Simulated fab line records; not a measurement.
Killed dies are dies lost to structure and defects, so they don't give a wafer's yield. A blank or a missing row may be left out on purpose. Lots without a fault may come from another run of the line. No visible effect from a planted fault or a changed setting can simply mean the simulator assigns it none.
fab line records    flow n5-finfet    part 2 of 2: steps 5 to 6 of 6
[record] lots = 20  wafers = 60  last-day = 18
route steps=1938 shown BEOL_M5@1162 BEOL_M6@1209
lots that met no fault: taken from a fault-free run of the same line
start-h: start of the lot's first displayed wafer, in hours after the record's first day    wait-h: how many hours have passed since the lot's step before this one    " repeats the value in the row above    L1.1+2: one row covering several wafers at once    - no value, or no start was given    * or withheld: withheld    < > ~ a bound
route shown NAME@n: names a module that has steps shown in the file, with the first one's number in the route    usual: mean and standard deviation over wafers with no fault    same: alike in all rows    chamber/n: place in a boat    sites: the reading at each site    _std_site: the standard deviation of these    _edge_site: outer sites' mean less inner sites'    radius-mm: for every site, how far away it sits from the centre of the wafer    mask NAME#n: copy n    behind: the most recent tool/chamber to have shaped the wafer    hold: why the lot went on hold/how many hours it stayed there/how the hold came to an end    device: which transistor (n, p or np) failed to switch    end of line: the tests these same wafers got at the end of their route    where a step has no rows: the recipe by itself    killed: not the wafer's yield, but the dies lost to structure and defects at the first sort    map: a wafer's dies, x killed, . not, _ none there
set.NAME: the setting the step ran with; set.NAME@STEP: the setting that earlier step ran with    model.NAME: the simulator's own value behind a step, which no gauge read
route steps across a sampled set of lots; one table per step, one row per wafer
services: when a tool's chamber went out of use (start-h, in hours from the record's first day, below 0 if earlier), for how many hours, and the reason
[[steps]]
[step N5_BEOL_M6_ETCH_61]
[recipe] chemistry = CF4  target = SiARC  target-depth-a = 455  mask-material = CAR-ArF  time-s = 75.8  ion-energy-ev = 80  pressure-mtorr = 40  source-w = 545  bias-w = 36  Ar_flow_sccm = 100  cf4-flow-sccm = 100  ends = cleared
[usual] drypump-motor-current-A = 5.8/0.41  etch-rf-on-time-s = 75.4/2.4  oes-product-au = 0.71/0.083  rf-vpp-V = 184.5/1.1  showerhead-plenum-p-Torr = 2.16/0.056  throttle-valve-pct = 15.52/0.22
lot.wafer  tool         chamber  start-h  wait-h  drypump-motor-current-A  etch-rf-on-time-s  oes-product-au  rf-hours-counter-h  rf-vpp-V  showerhead-plenum-p-Torr  throttle-valve-pct
L074.3     rie-diel-06  3        178.27   0.0     5.7                      74.6               0.76            22                  184.6     2.18                      15.27
L074.4     "            1        "        "       6.5                      72.3               0.87            1                   183.7     2.21                      15.27
L074.6     "            2        "        "       6.4                      76.2               0.82            -                   184.4     2.17                      15.28
L075.1     rie-diel-04  1        193.24   0.0     5.3                      75.7               0.61            237                 183.9     2.19                      15.78
L075.2     "            2        "        "       5.9                      74.5               0.69            112                 185.4     2.25                      15.72
L075.4     "            0        "        "       5.3                      75.5               0.59            248                 183.7     2.19                      15.99
L077.2     rie-diel-05  0        193.63   0.0     5.4                      79.6               0.76            17                  185.3     2.10                      15.41
L077.5     "            2        "        "       5.7                      74.5               0.65            -                   187.6     2.24                      15.66
L077.6     "            3        "        "       6.1                      76.3               0.58            -                   185.0     2.11                      15.86
L076.2     rie-diel-05  3        209.02   0.0     6.1                      76.6               0.58            245                 182.9     2.11                      15.86
L076.3     "            0        "        "       5.4                      79.2               0.75            23                  183.9     2.10                      15.42
L076.4     "            1        "        "       6.1                      74.3               0.74            45                  183.8     2.18                      15.27
L079.3     rie-diel-05  1        215.23   0.0     6.1                      73.6               0.74            46                  184.6     2.18                      15.28
L079.4     "            0        "        "       5.3                      78.5               0.75            24                  183.6     2.10                      15.40
L079.6     "            1        "        "       6.1                      73.1               0.75            -                   184.6     2.18                      15.27
L081.2     rie-diel-04  3        217.48   0.0     5.4                      71.8               0.62            243                 183.5     2.12                      15.97
L081.3     "            0        "        "       5.3                      73.1               0.85            2                   185.8     2.19                      15.46
L081.5     "            0        "        "       5.3                      73.8               0.83            -                   185.8     2.19                      15.45
L080.1     rie-diel-06  0        217.65   0.0     5.3                      78.3               0.57            223                 182.4     2.05                      15.88
L080.3     "            3        "        "       5.7                      74.2               0.75            34                  182.8     2.18                      15.28
L080.4     "            1        "        "       6.5                      71.1               0.82            15                  184.4     2.20                      15.29
L082.3     rie-diel-04  3        246.37   0.0     5.3                      72.6               0.60            255                 184.7     2.11                      16.00
L082.4     "            0        "        "       5.3                      75.0               0.79            -                   183.7     2.19                      15.49
L082.6     "            2        "        "       5.9                      75.8               0.67            -                   184.7     2.24                      15.76
L078.1     rie-diel-06  2        250.03   0.0     6.4                      75.7               0.76            37                  183.1     2.17                      15.31
L078.4     "            1        "        "       6.5                      73.2               0.80            24                  186.0     2.20                      15.31
L078.5     "            2        "        "       6.3                      76.5               0.77            -                   184.6     2.17                      15.30
L086.2     rie-diel-04  1        271.96   0.0     5.4                      75.2               0.81            8                   184.4     2.19                      15.32
L086.5     "            0        "        "       5.3                      75.1               0.77            -                   185.3     2.18                      15.50
L086.6     "            2        "        "       5.9                      75.8               0.66            -                   185.4     2.24                      15.77
L085.1     rie-diel-05  0        272.45   0.0     5.4                      80.7               0.71            44                  184.3     2.09                      15.46
L085.2     "            2        "        "       5.6                      74.6               0.65            156                 183.9     2.23                      15.70
L085.6     "            2        "        "       5.7                      75.7               0.64            -                   184.7     2.23                      15.72
L088.1     rie-diel-04  0        282.65   0.0     5.3                      74.2               0.77            30                  184.9     2.18                      15.50
L088.2     "            1        "        "       5.4                      74.4               0.80            12                  185.5     2.18                      15.34
L088.3     "            2        "        "       5.9                      75.7               0.67            148                 185.0     2.24                      15.79
L087.2     rie-diel-06  1        290.54   0.0     6.5                      72.6               0.77            37                  184.4     2.20                      15.32
L087.3     "            0        "        "       5.4                      77.5               0.56            247                 184.4     2.05                      15.92
L087.6     "            3        "        "       5.7                      73.8               0.72            -                   184.6     2.17                      15.35
L091.1     rie-diel-05  1        313.19   0.0     6.1                      73.8               0.70            85                  184.2     2.17                      15.36
L091.2     "            0        "        "       5.4                      80.9               0.68            63                  182.9     2.08                      15.50
L091.4     "            2        "        "       5.7                      75.6               0.61            175                 185.3     2.22                      15.73
L092.1     rie-diel-05  1        317.69   0.0     6.1                      74.3               0.70            87                  185.0     2.17                      15.35
L092.3     "            0        "        "       5.4                      79.6               0.69            65                  184.8     2.08                      15.49
L092.4     "            2        "        "       5.7                      75.0               0.62            177                 185.7     2.22                      15.75
L095.1     rie-diel-05  3        325.79   0.0     6.2                      73.0               0.85            4                   183.5     2.10                      15.38
L095.2     "            2        "        "       5.7                      74.8               0.63            178                 185.2     2.22                      15.76
L095.4     "            0        "        "       5.4                      80.7               0.68            68                  184.2     2.08                      15.50
L093.1     rie-diel-05  2        326.48   0.0     5.7                      74.5               0.62            179                 185.7     2.22                      15.75
L093.5     "            3        "        "       6.1                      73.0               0.85            -                   184.6     2.10                      15.39
L093.6     "            2        "        "       5.7                      73.7               0.63            -                   185.6     2.22                      15.77
L097.2     rie-diel-05  3        332.00   0.0     6.1                      73.7               0.85            7                   182.9     2.10                      15.38
L097.4     "            0        "        "       5.4                      81.4               0.69            70                  185.0     2.08                      15.51
L097.5     "            3        "        "       6.1                      73.7               0.85            -                   184.3     2.10                      15.39
L094.2     rie-diel-06  1        333.00   0.0     6.5                      71.6               0.77            51                  184.1     2.19                      15.35
L094.3     "            3        "        "       5.7                      73.6               0.70            73                  183.6     2.17                      15.38
L094.5     "            0        "        "       5.3                      75.6               0.84            -                   185.2     2.30                      15.42
L096.4     rie-diel-05  1        341.21   0.0     6.2                      75.2               0.68            95                  184.3     2.17                      15.38
L096.5     "            2        "        "       5.7                      73.8               0.63            -                   185.1     2.22                      15.76
L096.6     "            1        "        "       6.1                      74.9               0.69            -                   184.7     2.17                      15.38
[step N5_BEOL_M6_STRIP_19]
[recipe] chemistry = O2  power-w = 400  temp-c = 40  pressure-mtorr = 30  rf-frequency-hz = 6e+07  bias-power-w = 0  overash-fraction = 0.2  o2-flow-sccm = 225
[usual] drypump-motor-current-A = 5.8/0.44  o2-flow-sccm = 225.1/0.74  oes-product-au = 0.84/0.096  rf-vpp-V = 3.7/0.54  showerhead-plenum-p-Torr = 2.12/0.063  temp-c = 39.99/0.11  throttle-valve-pct = 16.55/0.21
lot.wafer  tool         chamber  start-h  wait-h  drypump-motor-current-A  o2-flow-sccm  oes-product-au  rf-hours-counter-h  rf-vpp-V  showerhead-plenum-p-Torr  temp-c  throttle-valve-pct
L074.3     rie-diel-06  1        178.62   0.1     6.4                      226.0         1.01            1                   3.8       2.15                      39.91   16.22
L074.4     "            2        "        "       6.4                      224.8         0.93            14                  3.3       2.16                      40.06   16.47
L074.6     "            1        "        "       6.5                      225.2         1.01            -                   3.1       2.15                      39.92   16.23
L075.1     rie-diel-06  1        193.60   0.1     6.5                      225.6         0.98            6                   4.5       2.15                      39.75   16.24
L075.2     "            2        "        "       6.4                      225.6         0.92            19                  2.8       2.16                      40.03   16.50
L075.4     "            0        "        "       5.3                      225.5         0.67            215                 3.2       1.99                      40.15   16.80
L077.2     rie-diel-06  2        194.07   0.1     6.4                      223.6         0.91            19                  3.8       2.16                      39.93   16.50
L077.5     "            0        "        "       5.3                      226.4         0.68            -                   3.5       1.99                      40.13   16.79
L077.6     "            1        "        "       6.5                      224.3         0.97            -                   3.1       2.15                      39.95   16.25
L076.2     rie-diel-06  1        209.37   0.1     6.5                      225.0         0.95            12                  3.2       2.14                      40.08   16.25
L076.3     "            3        "        "       5.7                      224.1         0.86            32                  3.8       2.12                      40.01   16.27
L076.4     "            0        "        "       5.3                      224.0         0.67            220                 4.2       1.99                      40.07   16.80
L079.3     rie-diel-04  1        215.67   0.1     5.4                      227.6         0.70            245                 3.4       2.15                      40.06   16.83
L079.4     "            0        "        "       5.3                      225.0         0.95            1                   4.3       2.16                      40.32   16.60
L079.6     "            3        "        "       5.3                      224.6         0.72            -                   3.0       2.06                      39.82   16.95
L081.2     rie-diel-04  1        217.84   0.1     5.4                      225.1         0.71            246                 3.9       2.15                      39.99   16.84
L081.3     "            2        "        "       5.9                      225.3         0.80            121                 3.9       2.21                      40.03   16.81
L081.5     "            2        "        "       5.9                      225.3         0.80            -                   3.2       2.21                      39.98   16.80
L080.1     rie-diel-05  3        218.00   0.1     6.1                      225.5         0.68            247                 4.4       2.05                      39.93   16.84
L080.3     "            0        "        "       5.4                      225.6         0.89            25                  3.7       2.06                      39.99   16.58
L080.4     "            1        "        "       6.1                      225.0         0.88            47                  3.3       2.14                      39.95   16.38
L082.3     rie-diel-05  0        246.73   0.1     5.3                      224.9         0.88            33                  4.3       2.06                      39.96   16.60
L082.4     "            2        "        "       5.7                      226.7         0.75            -                   3.8       2.19                      39.98   16.70
L082.6     "            0        "        "       5.3                      225.9         0.88            -                   5.2       2.06                      40.05   16.58
L078.1     rie-diel-04  2        250.38   0.1     5.8                      225.2         0.80            133                 3.1       2.20                      40.02   16.82
L078.4     "            3        "        "       5.3                      226.2         0.71            -                   3.4       2.06                      39.97   16.97
L078.5     "            2        "        "       5.8                      225.7         0.80            -                   4.6       2.20                      40.04   16.84
L086.2     rie-diel-06  0        272.32   0.1     5.4                      225.9         0.66            240                 3.9       1.98                      40.02   16.85
L086.5     "            2        "        "       6.4                      225.1         0.88            -                   4.5       2.15                      40.00   16.55
L086.6     "            3        "        "       5.7                      223.7         0.85            -                   4.2       2.11                      40.00   16.31
L085.1     rie-diel-05  0        272.80   0.1     5.3                      225.1         0.87            44                  5.1       2.06                      39.94   16.62
L085.2     "            2        "        "       5.6                      225.1         0.74            156                 3.2       2.18                      40.06   16.74
L085.6     "            0        "        "       5.3                      224.7         0.85            -                   3.6       2.05                      39.90   16.60
L088.1     rie-diel-05  0        283.11   0.2     5.4                      225.4         0.85            50                  3.4       2.05                      40.12   16.61
L088.2     "            1        "        "       6.1                      225.1         0.85            71                  3.3       2.14                      39.87   16.43
L088.3     "            2        "        "       5.7                      224.7         0.73            162                 3.7       2.18                      39.88   16.73
L087.2     rie-diel-06  2        291.08   0.3     6.4                      224.1         0.86            51                  3.9       2.15                      39.87   16.56
L087.3     "            0        "        "       5.3                      225.7         0.66            247                 3.2       1.98                      39.73   16.85
L087.6     "            3        "        "       5.7                      224.8         0.85            -                   3.7       2.11                      39.96   16.35
L091.1     rie-diel-06  3        313.61   0.1     5.7                      225.9         0.83            68                  3.2       2.11                      39.84   16.33
L091.2     "            1        "        "       6.5                      224.8         0.88            45                  4.3       2.13                      39.93   16.33
L091.4     "            3        "        "       5.7                      224.0         0.83            -                   3.8       2.11                      40.07   16.32
L092.1     rie-diel-06  3        318.12   0.2     5.7                      226.0         0.82            70                  3.0       2.11                      40.05   16.34
L092.3     "            0        "        "       5.3                      224.4         1.02            1                   4.1       2.24                      40.22   16.45
L092.4     "            2        "        "       6.4                      225.2         0.85            60                  4.0       2.15                      39.97   16.57
L095.1     rie-diel-05  3        326.14   0.1     6.1                      224.3         1.01            5                   4.3       2.04                      40.02   16.38
L095.2     "            1        "        "       6.1                      225.3         0.83            89                  4.0       2.13                      39.86   16.46
L095.4     "            0        "        "       5.3                      226.0         0.83            68                  5.1       2.05                      39.84   16.65
L093.1     rie-diel-06  0        327.02   0.3     5.3                      225.9         0.99            3                   3.1       2.24                      39.98   16.45
L093.5     "            0        "        "       5.4                      225.8         1.00            -                   4.3       2.24                      40.07   16.42
L093.6     "            1        "        "       6.5                      224.2         0.87            -                   2.6       2.13                      39.78   16.31
L097.2     rie-diel-06  0        332.36   0.1     5.3                      227.1         1.00            4                   3.8       2.24                      39.87   16.43
L097.4     "            2        "        "       6.4                      224.5         0.84            64                  3.5       2.14                      40.05   16.58
L097.5     "            0        "        "       5.4                      227.0         1.00            -                   3.4       2.24                      39.99   16.45
L094.2     rie-diel-06  0        333.35   0.1     5.3                      226.0         0.99            4                   3.0       2.24                      39.96   16.42
L094.3     "            2        "        "       6.4                      224.5         0.84            64                  3.3       2.14                      39.88   16.59
L094.5     "            3        "        "       5.7                      225.6         0.82            -                   4.2       2.11                      39.91   16.35
L096.4     rie-diel-05  0        341.73   0.2     5.3                      225.5         0.82            74                  4.0       2.04                      39.99   16.64
L096.5     "            2        "        "       5.7                      224.7         0.72            -                   3.2       2.17                      39.94   16.77
L096.6     "            3        "        "       6.2                      225.3         0.98            -                   3.5       2.04                      39.73   16.37
[[services]]
tool         chamber  start-h  hours  kind
rie-diel-02  3        159.82   13.2   repair
rie-diel-06  1        163.37   -      clean
rie-diel-06  1        163.37   -      consumable-replace:focus-ring
rie-diel-06  1        163.37   11.2   scheduled-down
rie-diel-05  0        167.07   5.0    repair
rie-diel-04  2        175.54   3.6    repair
rie-diel-05  1        183.42   12.0   repair
rie-diel-01  -        185.38   2.8    pm
rie-diel-01  1        203.57   9.8    repair
rie-diel-05  -        205.16   0.7    repair
rie-diel-05  -        218.37   0.1    repair
rie-diel-05  3        242.46   40.9   repair
rie-diel-04  1        252.29   3.0    repair
rie-diel-01  3        254.41   9.7    repair
rie-diel-02  3        255.88   9.2    repair
rie-diel-03  3        274.13   5.8    repair
rie-diel-01  3        275.10   4.1    repair
rie-diel-06  2        275.94   2.5    repair
rie-diel-05  3        283.73   -      clean
rie-diel-05  3        283.73   -      consumable-replace:focus-ring
rie-diel-05  3        283.73   26.2   scheduled-down
rie-diel-05  3        283.73   26.2   vent-cycle
rie-diel-03  0        311.45   3.0    repair
rie-diel-02  1        338.28   8.1    repair
